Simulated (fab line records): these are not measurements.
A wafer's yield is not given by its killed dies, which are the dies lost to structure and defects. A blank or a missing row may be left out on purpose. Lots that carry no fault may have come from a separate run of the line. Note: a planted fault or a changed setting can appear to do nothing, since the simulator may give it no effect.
A struck lot beside a sound one    flow n5Finfet    16 out of 1938 route steps
Sound: these wafers, L882.1, L882.2, L882.5. Struck: wafer L892.1 (L892.4, L892.6, from the same lot, were not struck and are left out); the cause is given at the end.
For every step that has rows: the tool of each side, followed by ch and its chambers, followed by its first start. Under that, the readings that differ: sound wafers    struck wafers    difference of the means    sigmas: that difference in standard deviations of wafers without a fault.
alike: words and numbers the same on both sides, and readings whose means are apart by under 2 such deviations; not compared: readings that were withheld, readings missing a value for some wafer, numbers with overlapping values and no deviation given by the record, and bounds like >300 which may hide the same value.
Wherever a step has rows on one side only, a row that says differs or no value, or a row with sigmas, the two part there. When numbers do not overlap yet have no deviation, they are printed without sigmas and do not part them. A reading missing from all wafers of one side parts the sides only when that side holds two or more wafers.

N5_SDB_CD_MEAS_11: the cd target is 50 nm.
  sound on cdSem-02 ch 0, day 4 13:27; struck on cdSem-01 ch 0, day 6 22:26
  alike: cdNm
N5_SDB_OVL_MEAS_12:
  sound on overlay-01 ch 0, day 4 13:29; struck on overlay-01 ch 0, day 6 22:28
  alike: SDB_OVL
N5_SDB_INSPECT_13: inspects for defects (brightfield).
  struck on defectInspect-01, day 6 22:29; sound on defectInspect-02, day 4 13:31
  alike: rawDefectCount
then, 1 step without rows for these wafers: N5_SDB_DESCUM_16 (chemistry O2, time 7.9 s).
N5_SDB_ETCH_17: etches SiARC in CF4, target depth 23.4 nm, time 39 s.
  sound on rieDiel-06 ch 1,2,3, day 4 13:34; struck on rieDiel-01 ch 3, day 6 22:34
  alike: cf4FlowSccm, chamberPressureMTorr, drypumpMotorCurrentA, etchRfOnTimeS, oesProductAu, rfVppV, showerheadPlenumPTorr, throttleValvePct
  not compared: rfHoursCounterH
N5_SDB_ETCH_18: etches SOC in N2/H2, target depth 100 nm, overetch 20 nm, time 150 s.
  sound on rieDiel-06 ch 1,2,3, day 4 13:37; struck on rieDiel-01 ch 3, day 6 22:36
  alike: chamberPressureMTorr, drypumpMotorCurrentA, oesProductAu, rfVppV, showerheadPlenumPTorr, tempC, throttleValvePct
  not compared: rfHoursCounterH
then, 1 step without rows for these wafers: N5_SDB_STRIP_19 (strips in N2/H2).
N5_SDB_STRIP_21: strips in CF4.
  sound on rieDiel-06 ch 1,2,3, day 4 13:45; struck on rieDiel-01 ch 3, day 6 22:44
  alike: cf4FlowSccm, chamberPressureMTorr, drypumpMotorCurrentA, oesProductAu, rfVppV, showerheadPlenumPTorr, throttleValvePct
  not compared: rfHoursCounterH
N5_SDB_HM_OPEN_20: chemistry CH3F/O2, target SiNx, stops on poly-Si, target depth 24 nm.
  sound on rieDiel-06 ch 1,2,3, day 4 13:46; struck on rieDiel-01 ch 3, day 6 22:45
  alike: CH3F_flow_sccm, chamberPressureMTorr, drypumpMotorCurrentA, oesProductAu, rfVppV, showerheadPlenumPTorr, throttleValvePct
  not compared: rfHoursCounterH
N5_SDB_STRIP_22: strips in N2/H2.
  sound on plasmaAsher-01 ch 0,1, day 4 13:51; struck on plasmaAsher-01 ch 1, day 6 22:50
  alike: drypumpMotorCurrentA, heaterPowerW, oesProductAu, stripTimeToEndpointS, tempC
  not compared: rfHoursCounterH
then, 2 steps without rows for these wafers: N5_SDB_PRECLEAN_23 (cleans in dHF, time 30 s); N5_SDB_DUMMY_REMOVE_24 (chemistry TMAH, target poly-Si, stops on SiO2, target depth 142 nm, time 57 s, rinse time 30 s).
N5_SDB_ETCH_25: etches SiO2 in C4F6/O2, target depth 10 nm, time 3.3 s.
  sound on rieDiel-03 ch 0,2, day 4 14:04; struck on rieDiel-03 ch 0, day 6 23:18
reading                  sound              struck  difference  sigmas
oesProductAu (a.u.)      0.69 0.81 0.81     0.95    +0.18       +3
model.etch.depthNm (nm)  9.984 10.22 10.22  12.48   +2.34       
  alike: chamberPressureMTorr, drypumpMotorCurrentA, rfVppV, showerheadPlenumPTorr, throttleValvePct
  not compared: rfHoursCounterH
then, 1 step without rows for these wafers: N5_SDB_CUT_ETCH_26 (etches Si in HBr/Cl2/O2, target depth 129.6 nm, bt time 20 s, time 51.8 s).
-- the record jumps here: 4 days lie between the struck wafers' starts before and after (it left off in module SDB and takes up again in module BEOL_M4, whose first step shown is number 1111 of the route) --
N5_BEOL_M4_RC_MEAS_101:
  sound on prober-01 ch 0, day 8 18:43; struck on prober-02 ch 0, day 10 22:19
  alike: DIBL_N, DIBL_P, IOFF_N, IOFF_P, ION_N, ION_P, SS_N, SS_P, VT_N, VT_P
N5_PASSIVATION_PROBE_49:
  rows exist in the record for the sound wafers here (prober-01, day 13 00:20), none for the struck ones

WHERE THEY PART
Earliest at N5_SDB_ETCH_25; latest, in this record, at N5_PASSIVATION_PROBE_49.

WHY: what the simulator had put in
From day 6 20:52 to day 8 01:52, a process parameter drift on rieDiel-03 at N5_SDB_ETCH_25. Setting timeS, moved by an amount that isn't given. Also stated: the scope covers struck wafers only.
